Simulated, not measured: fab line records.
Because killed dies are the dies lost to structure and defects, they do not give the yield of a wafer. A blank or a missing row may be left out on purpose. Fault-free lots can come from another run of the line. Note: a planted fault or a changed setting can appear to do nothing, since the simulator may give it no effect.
Matching of chambers || flow n5_finfet || rie_diel-04 running N5_BEOL_M0_SAQP_DESCUM_19: 4 sister chambers
The step chemistry O2, time 7.9 s. 14 wafers are shown with their chamber, then 7 later ones without.

== WAFERS, EACH WITH ITS CHAMBER ==
{"wafer": "L074.2", "chamber": 1, "throttle_valve_pct (%)": 20.20, "showerhead_plenum_p_Torr (Torr)": 2.16, "oes_product_au (a.u.)": 0.71}
{"wafer": "L074.3", "chamber": 0, "throttle_valve_pct (%)": 20.61, "showerhead_plenum_p_Torr (Torr)": 2.15, "oes_product_au (a.u.)": 0.92}
{"wafer": "L074.6", "chamber": 2, "throttle_valve_pct (%)": 20.18, "showerhead_plenum_p_Torr (Torr)": 2.23, "oes_product_au (a.u.)": 0.97}
{"wafer": "L075.3", "chamber": 1, "throttle_valve_pct (%)": 20.19, "showerhead_plenum_p_Torr (Torr)": 2.16, "oes_product_au (a.u.)": 0.70}
{"wafer": "L075.4", "chamber": 0, "throttle_valve_pct (%)": 20.61, "showerhead_plenum_p_Torr (Torr)": 2.15, "oes_product_au (a.u.)": 0.90}
{"wafer": "L075.5", "chamber": 2, "throttle_valve_pct (%)": 20.20, "showerhead_plenum_p_Torr (Torr)": 2.23, "oes_product_au (a.u.)": 0.94}
{"wafer": "L080.1", "chamber": 0, "throttle_valve_pct (%)": 20.64, "showerhead_plenum_p_Torr (Torr)": 2.15, "oes_product_au (a.u.)": 0.90}
{"wafer": "L080.2", "chamber": 3, "throttle_valve_pct (%)": 19.96, "showerhead_plenum_p_Torr (Torr)": 2.13, "oes_product_au (a.u.)": 0.93}
{"wafer": "L080.6", "chamber": 2, "throttle_valve_pct (%)": 20.21, "showerhead_plenum_p_Torr (Torr)": 2.23, "oes_product_au (a.u.)": 0.92}
{"wafer": "L082.1", "chamber": 3, "throttle_valve_pct (%)": 19.97, "showerhead_plenum_p_Torr (Torr)": 2.13, "oes_product_au (a.u.)": 0.91}
{"wafer": "L082.2", "chamber": 2, "throttle_valve_pct (%)": 20.22, "showerhead_plenum_p_Torr (Torr)": 2.23, "oes_product_au (a.u.)": 0.91}
{"wafer": "L082.4", "chamber": 1, "throttle_valve_pct (%)": 20.21, "showerhead_plenum_p_Torr (Torr)": 2.15, "oes_product_au (a.u.)": 0.71}
{"wafer": "L086.1", "chamber": 3, "throttle_valve_pct (%)": 19.98, "showerhead_plenum_p_Torr (Torr)": 2.13, "oes_product_au (a.u.)": 0.90}
{"wafer": "L086.4", "chamber": 2, "throttle_valve_pct (%)": 20.23, "showerhead_plenum_p_Torr (Torr)": 2.22, "oes_product_au (a.u.)": 0.90}

SIGNATURES (means of the wafers above)
{"reading": "throttle_valve_pct", "chamber 0": 20.6200, "chamber 1": 20.2000, "chamber 2": 20.2080, "chamber 3": 19.9700, "scatter within a chamber": 0.0157}
{"reading": "showerhead_plenum_p_Torr", "chamber 0": 2.1500, "chamber 1": 2.1567, "chamber 2": 2.2280, "chamber 3": 2.1300, "scatter within a chamber": 0.00383}
{"reading": "oes_product_au", "chamber 0": 0.9067, "chamber 1": 0.7067, "chamber 2": 0.9280, "chamber 3": 0.9133, "scatter within a chamber": 0.0197}
Rule: a wafer lies at a distance from a chamber equal to the root of the sum of squares, over the readings, of (its reading less the chamber's mean, divided by the reading's scatter). If the next closest chamber is less than 2 further off than the closest, the wafer can't be placed; otherwise it belongs to the closest. How the scatter is found: for the shown wafers, subtract from each reading the mean of its chamber, square and add these, divide the total by (wafers less chambers), then take the root.

== WAFERS WITHOUT THEIR CHAMBER ==
{"wafer": "L086.5", "throttle_valve_pct (%)": 20.66, "showerhead_plenum_p_Torr (Torr)": 2.14, "oes_product_au (a.u.)": 0.89}
{"wafer": "L089.2", "throttle_valve_pct (%)": 20.25, "showerhead_plenum_p_Torr (Torr)": 2.22, "oes_product_au (a.u.)": 0.89}
{"wafer": "L089.4", "throttle_valve_pct (%)": 20.68, "showerhead_plenum_p_Torr (Torr)": 2.14, "oes_product_au (a.u.)": 0.87}
{"wafer": "L089.5", "throttle_valve_pct (%)": 19.99, "showerhead_plenum_p_Torr (Torr)": 2.12, "oes_product_au (a.u.)": 0.89}
{"wafer": "L093.4", "throttle_valve_pct (%)": 19.88, "showerhead_plenum_p_Torr (Torr)": 2.15, "oes_product_au (a.u.)": 0.95}
{"wafer": "L093.5", "throttle_valve_pct (%)": 20.26, "showerhead_plenum_p_Torr (Torr)": 2.22, "oes_product_au (a.u.)": 0.88}
{"wafer": "L093.6", "throttle_valve_pct (%)": 20.00, "showerhead_plenum_p_Torr (Torr)": 2.12, "oes_product_au (a.u.)": 0.88}

== THE CHAMBER EACH PASSED THROUGH ==
{"wafer": "L086.5", "from the rows above": 0, "in truth": 0}
{"wafer": "L089.2", "from the rows above": 2, "in truth": 2}
{"wafer": "L089.4", "from the rows above": 0, "in truth": 0}
{"wafer": "L089.5", "from the rows above": 3, "in truth": 3}
{"wafer": "L093.4", "from the rows above": 3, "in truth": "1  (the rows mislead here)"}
{"wafer": "L093.5", "from the rows above": 2, "in truth": 2}
{"wafer": "L093.6", "from the rows above": 3, "in truth": 3}
6 of 7 placed correctly. From these rows, 0 cannot be placed. Number placed wrongly: 1.
